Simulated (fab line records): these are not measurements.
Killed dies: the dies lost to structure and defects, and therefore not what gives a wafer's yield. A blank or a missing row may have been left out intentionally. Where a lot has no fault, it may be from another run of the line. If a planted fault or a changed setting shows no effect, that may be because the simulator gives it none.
Split-lot trial + flow n5-finfet + route with 1938 steps; 7 lots, 21 wafers read

SPLIT DETAILS
At N5_BEOL_M0_SAQP_SPACER2_ALD_26 (deposits SiO2, target thk 15 nm, pulse time 1 s, purge time 2 s), the setting target-thk-a was moved away from the recipe's 150 angstrom on 4 of the 21 wafers read, by -13.2% to +8.7%. All remaining wafers had this setting at the recipe value.

FROM THE SPLIT TO THE READING: what the file shows between them, 2 steps
- N5_BEOL_M0_SAQP_SPACER2_ETCHBACK_27: etches SiO2 in CHF3/O2, target depth 22.5 nm, time 11.25 s
- N5_BEOL_M0_SAQP_MANDREL2_REMOVE_110: chemistry HBr/Cl2/O2, target a-Si, stops on SiCN, bt time 10 s

THE READING
cd-nm, in nm, at N5_BEOL_M0_SAQP_CD_MEAS_29 (target cd 14.4 nm). Typical for fault-free wafers on this fab line: 15.08 nm, with standard deviation 0.22 nm.

| wafer  | tool, chamber at the split | target-thk-a as run, angstrom | against the recipe | cd-nm, nm | against lot-mates on the recipe |
|--------|----------------------------|-------------------------------|--------------------|-----------|---------------------------------|
| L075.2 | ald-sin-04, 2,1,1          | 150                           | recipe             | 15.18     | -                               |
| L075.3 | ald-sin-04, 2,1,1          | 150                           | recipe             | 14.85     | -                               |
| L075.5 | ald-sin-04, 2,1,1          | 150                           | recipe             | 15.04     | -                               |
| L084.3 | ald-sin-04, 2,0,3          | 150                           | recipe             | 15.14     | -                               |
| L084.5 | ald-sin-04, 2,0,3          | 150                           | recipe             | 15.22     | -                               |
| L084.6 | ald-sin-04, 2,0,3          | 150                           | recipe             | 15.00     | -                               |
| L085.1 | ald-sin-02, 1              | 134                           | -10.7%             | 13.49     | -1.47                           |
| L085.4 | ald-sin-02, 2,0            | 150                           | recipe             | 15.09     | -                               |
| L085.6 | ald-sin-02, 2,0            | 150                           | recipe             | 14.84     | -                               |
| L090.3 | ald-sin-03, 2,1,0          | 150                           | recipe             | 15.03     | -                               |
| L090.4 | ald-sin-03, 2,1,0          | 150                           | recipe             | 14.84     | -                               |
| L090.5 | ald-sin-03, 2,1,0          | 150                           | recipe             | 15.04     | -                               |
| L092.1 | ald-sin-04, 2              | 163.1                         | +8.7%              | 16.41     | +1.37                           |
| L092.3 | ald-sin-04, 1              | 150                           | recipe             | 15.14     | -                               |
| L092.4 | ald-sin-04, 3              | 150                           | recipe             | 14.95     | -                               |
| L093.3 | ald-sin-02, 3              | 130.2                         | -13.2%             | 13.17     | -1.66                           |
| L093.4 | ald-sin-02, 1              | 150                           | recipe             | 14.83     | -                               |
| L093.5 | ald-sin-02, 3              | 130.2                         | -13.2%             | 13.13     | -1.70                           |
| L096.2 | ald-sin-04, 1,3,1          | 150                           | recipe             | 14.66     | -                               |
| L096.3 | ald-sin-04, 1,3,1          | 150                           | recipe             | 15.05     | -                               |
| L096.5 | ald-sin-04, 1,3,1          | 150                           | recipe             | 15.13     | -                               |
When a row names more than one chamber, that row covers several wafers, and the file does not tell which wafer ran in which chamber.

FIT RESULTS
A straight line over all 21 wafers: cd-nm changes by +0.144 nm for each +1% of target-thk-a; r = +0.98; the points scatter about the line by 0.14 nm.
The same after taking each lot's own level away (the mean of its wafers on the recipe; 21 wafers): +0.135 nm for each +1%; r = +0.98; scatter 0.13 nm.
Per that fit: largest target-thk-a move, reading shift of 1.8 nm.
The lots' own levels span 14.830 to 15.120 nm, that is 1.3 times the standard deviation above.
Consequently the slope shifts little with the lot-to-lot level, the two slopes agreeing.
Check: -1.81 nm against its lot-mates is what the line predicts for one of the wafers moved furthest among these (-13.2%) when that wafer is left out of the fit. It came out at -1.66 nm against them.

THE WHOLE CHAIN: every reading that the file lists as answering this split, in the file's order
| step                                | what it does                                                    | reading                                                                                     | change (the file's fit)               | r (the file's) |
|-------------------------------------|-----------------------------------------------------------------|---------------------------------------------------------------------------------------------|---------------------------------------|----------------|
| N5_BEOL_M0_SAQP_SPACER2_ALD_26      | deposits SiO2, target thk 15 nm, pulse time 1 s, purge time 2 s | SiO2_of_BEOL_M0_SAQP_SPACER2_ALD_26.thk-nm (the simulator's own value, which no gauge read) | +0.155 nm for each +1% of the setting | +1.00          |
| N5_BEOL_M0_SAQP_MANDREL2_REMOVE_110 | chemistry HBr/Cl2/O2, target a-Si, stops on SiCN, bt time 10 s  | BEOL_M0_SAQP.cd-nm (the simulator's own value, which no gauge read)                         | +0.144 nm for each +1% of the setting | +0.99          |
| N5_BEOL_M0_SAQP_CD_MEAS_29          | target cd 14.4 nm                                               | cd-nm                                                                                       | +0.137 nm for each +1% of the setting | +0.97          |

THE FILE'S OWN FIT
cd-nm changes by +0.137 nm for each +1% of target-thk-a, r = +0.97.
